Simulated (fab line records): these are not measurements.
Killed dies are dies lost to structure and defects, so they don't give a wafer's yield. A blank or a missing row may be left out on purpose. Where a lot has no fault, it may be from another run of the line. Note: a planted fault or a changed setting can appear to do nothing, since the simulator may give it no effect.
Lot-split experiment / flow n5-finfet / 21 wafers read from 7 lots, route of 1938 steps

## ON THE SPLIT
At N5_ZERO_LAYER_PECVD_02 (deposits SiO2 from SiH4/N2O, target thk 10 nm, time 6 s), the setting time-s was moved away from the recipe's 6 s on 6 of the 21 wafers read, by -13.3% to +12.1%. This setting was run at the recipe's value on the other wafers.

The split's own step is where the reading is taken.

## THE READING
SiO2_of_ZERO_LAYER_PECVD_02.thk-nm (the simulator's own value, which no gauge read), in nm, at N5_ZERO_LAYER_PECVD_02 (deposits SiO2 from SiH4/N2O, target thk 10 nm, time 6 s). No usual value for it is given in the file. The 15 wafers here that ran the recipe average 9.999 nm, standard deviation 0.15 nm.

wafer=L074.3; tool, chamber at the split=pecvd-03, 2; time-s as run, s=6.511; against the recipe=+8.5%; SiO2_of_ZERO_LAYER_PECVD_02.thk-nm, nm=10.88; against lot-mates on the recipe=+0.775
wafer=L074.5; tool, chamber at the split=pecvd-03, 0; time-s as run, s=6; against the recipe=recipe; SiO2_of_ZERO_LAYER_PECVD_02.thk-nm, nm=10.11; against lot-mates on the recipe=-
wafer=L074.6; tool, chamber at the split=pecvd-03, 1; time-s as run, s=6; against the recipe=recipe; SiO2_of_ZERO_LAYER_PECVD_02.thk-nm, nm=10.1; against lot-mates on the recipe=-
wafer=L076.2; tool, chamber at the split=pecvd-01, 2; time-s as run, s=6; against the recipe=recipe; SiO2_of_ZERO_LAYER_PECVD_02.thk-nm, nm=10.01; against lot-mates on the recipe=-
wafer=L076.4; tool, chamber at the split=pecvd-01, 2; time-s as run, s=6.727; against the recipe=+12.1%; SiO2_of_ZERO_LAYER_PECVD_02.thk-nm, nm=11.17; against lot-mates on the recipe=+1.085
wafer=L076.5; tool, chamber at the split=pecvd-01, 2; time-s as run, s=6; against the recipe=recipe; SiO2_of_ZERO_LAYER_PECVD_02.thk-nm, nm=10.16; against lot-mates on the recipe=-
wafer=L087.1; tool, chamber at the split=pecvd-03, 1; time-s as run, s=5.638; against the recipe=-6.0%; SiO2_of_ZERO_LAYER_PECVD_02.thk-nm, nm=9.284; against lot-mates on the recipe=-0.846
wafer=L087.5; tool, chamber at the split=pecvd-03, 1; time-s as run, s=5.638; against the recipe=-6.0%; SiO2_of_ZERO_LAYER_PECVD_02.thk-nm, nm=9.518; against lot-mates on the recipe=-0.612
wafer=L087.6; tool, chamber at the split=pecvd-03, 2; time-s as run, s=6; against the recipe=recipe; SiO2_of_ZERO_LAYER_PECVD_02.thk-nm, nm=10.13; against lot-mates on the recipe=-
wafer=L088.1; tool, chamber at the split=pecvd-02, 0; time-s as run, s=6; against the recipe=recipe; SiO2_of_ZERO_LAYER_PECVD_02.thk-nm, nm=9.724; against lot-mates on the recipe=-
wafer=L088.3; tool, chamber at the split=pecvd-02, 1; time-s as run, s=6; against the recipe=recipe; SiO2_of_ZERO_LAYER_PECVD_02.thk-nm, nm=9.757; against lot-mates on the recipe=-
wafer=L088.6; tool, chamber at the split=pecvd-02, 1; time-s as run, s=6; against the recipe=recipe; SiO2_of_ZERO_LAYER_PECVD_02.thk-nm, nm=10.15; against lot-mates on the recipe=-
wafer=L090.3; tool, chamber at the split=pecvd-01, 0; time-s as run, s=6; against the recipe=recipe; SiO2_of_ZERO_LAYER_PECVD_02.thk-nm, nm=9.94; against lot-mates on the recipe=-
wafer=L090.4; tool, chamber at the split=pecvd-01, 2; time-s as run, s=5.201; against the recipe=-13.3%; SiO2_of_ZERO_LAYER_PECVD_02.thk-nm, nm=8.559; against lot-mates on the recipe=-1.446
wafer=L090.6; tool, chamber at the split=pecvd-01, 0; time-s as run, s=6; against the recipe=recipe; SiO2_of_ZERO_LAYER_PECVD_02.thk-nm, nm=10.07; against lot-mates on the recipe=-
wafer=L091.2; tool, chamber at the split=pecvd-03, 2; time-s as run, s=6; against the recipe=recipe; SiO2_of_ZERO_LAYER_PECVD_02.thk-nm, nm=9.97; against lot-mates on the recipe=-
wafer=L091.3; tool, chamber at the split=pecvd-03, 0; time-s as run, s=6.518; against the recipe=+8.6%; SiO2_of_ZERO_LAYER_PECVD_02.thk-nm, nm=10.74; against lot-mates on the recipe=+0.832
wafer=L091.5; tool, chamber at the split=pecvd-03, 1; time-s as run, s=6; against the recipe=recipe; SiO2_of_ZERO_LAYER_PECVD_02.thk-nm, nm=9.847; against lot-mates on the recipe=-
wafer=L092.3; tool, chamber at the split=pecvd-03, 2; time-s as run, s=6; against the recipe=recipe; SiO2_of_ZERO_LAYER_PECVD_02.thk-nm, nm=9.824; against lot-mates on the recipe=-
wafer=L092.5; tool, chamber at the split=pecvd-03, 1; time-s as run, s=6; against the recipe=recipe; SiO2_of_ZERO_LAYER_PECVD_02.thk-nm, nm=9.952; against lot-mates on the recipe=-
wafer=L092.6; tool, chamber at the split=pecvd-03, 2; time-s as run, s=6; against the recipe=recipe; SiO2_of_ZERO_LAYER_PECVD_02.thk-nm, nm=10.24; against lot-mates on the recipe=-

THE FIT
A straight line over all 21 wafers: SiO2_of_ZERO_LAYER_PECVD_02.thk-nm changes by +0.1 nm for each +1% of time-s; r = +0.97; the points scatter about the line by 0.15 nm.
The same after taking each lot's own level away (the mean of its wafers on the recipe; 21 wafers): +0.101 nm for each +1%; r = +0.97; scatter 0.13 nm.
According to that fit, moving time-s by its largest amount changes the reading by 1.3 nm.
The lots' own levels span 9.8770 to 10.1300 nm, that is 1.7 times the standard deviation above.
So the lot-to-lot level changes the slope little: the two slopes agree.
Check: for one of the wafers moved furthest among these (-13.3%), held out of the fit, the line's prediction against its lot-mates is -1.33 nm. Against them it came out at -1.45 nm.

## FILE'S OWN FIT
SiO2_of_ZERO_LAYER_PECVD_02.thk-nm changes by +0.0997 nm for each +1% of time-s, r = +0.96.
